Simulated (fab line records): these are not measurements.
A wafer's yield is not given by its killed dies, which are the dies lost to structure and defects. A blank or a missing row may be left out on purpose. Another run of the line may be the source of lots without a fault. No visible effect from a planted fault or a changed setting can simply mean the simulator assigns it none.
The tool behind it: which one? ; flow n5_finfet ; at 1 step of a route of 1938, 24 lots with 72 wafers sampled

## WHAT EACH GAUGE READ, for each wafer
N5_BEOL_M3_CD_MEAS_28: target cd 25.7 nm, target cd y 23.3 nm. Usual: cd_nm 25.68 nm, standard deviation 0.24.
lot;measured;on;cd_nm (nm);flag
L074;day 6 20:57;cd_sem-01;26.01 25.61 25.65;
L075;day 7 05:14;cd_sem-03;26.02 25.75 25.46;
L076;day 7 14:34;cd_sem-02;25.91 25.28 25.27;
L077;day 7 17:49;cd_sem-02;25.66 25.27 25.76;
L078;day 7 21:06;cd_sem-01;25.80 25.95 25.97;
L079;day 7 23:59;cd_sem-01;25.40 25.25 25.04;
L080;day 8 16:10;cd_sem-01;25.21 25.72 25.47;
L081;day 8 22:15;cd_sem-01;25.69 25.74 25.97;
L082;day 9 03:25;cd_sem-02;25.84 25.70 25.48;
L083;day 9 13:26;cd_sem-02;25.90 25.64 25.88;
L084;day 9 15:49;cd_sem-02;25.61 25.73 25.43;
L085;day 9 20:19;cd_sem-03;25.48 25.81 25.88;
L086;day 10 07:01;cd_sem-03;25.97 25.26 25.58;
L088;day 10 09:32;cd_sem-01;25.77 25.87 25.82;
L087;day 10 10:55;cd_sem-01;25.41 25.45 25.85;
L089;day 10 18:05;cd_sem-03;25.85 25.52 26.09;
L090;day 10 18:10;cd_sem-03;25.77 25.79 25.86;
L091;day 11 05:15;cd_sem-03;25.47 25.83 25.65;
L092;day 11 11:46;cd_sem-01;25.82 26.37 25.63;
L093;day 12 04:41;cd_sem-01;25.62 25.55 25.55;
L094;day 12 05:02;cd_sem-01;25.43 25.48 25.43;
L095;day 12 12:02;cd_sem-02;25.57 25.77 25.84;
L096;day 12 17:46;cd_sem-03;25.19 26.05 25.32;
L097;day 13 01:01;cd_sem-02;25.98 25.54 25.50;

## TOOL THAT RAN EACH LOT (tool first, then ch and the chambers of the sampled wafers, then the start)
There is no process step in the record ahead of these readings.

## AS READ BY THE TOOLS THEMSELVES (means over the sampled wafers that have a number; for cases with no such wafer, the mark the record gives instead)
The record holds no such reading with a usual standard deviation.

## THE ANSWER, worked out from the rows above alone
Rule: a lot is off if the mean of its wafers that have a number lies more than 3 standard deviations from the usual mean. A lot without any number at a reading at which 4 lots or more have one is off too. Where the step has rows for the other lots, those lots are counted as sound. The gauges are gone through in route order, then the tools' own readings, and for those a lot's mean is taken as printed above. At the first step where some lot is off, the reading lying furthest off is the one used; lots without a number count as furthest.
None of the lots is off at any reading shown; this tells nothing.

## WHAT WAS PUT IN BY THE SIMULATOR
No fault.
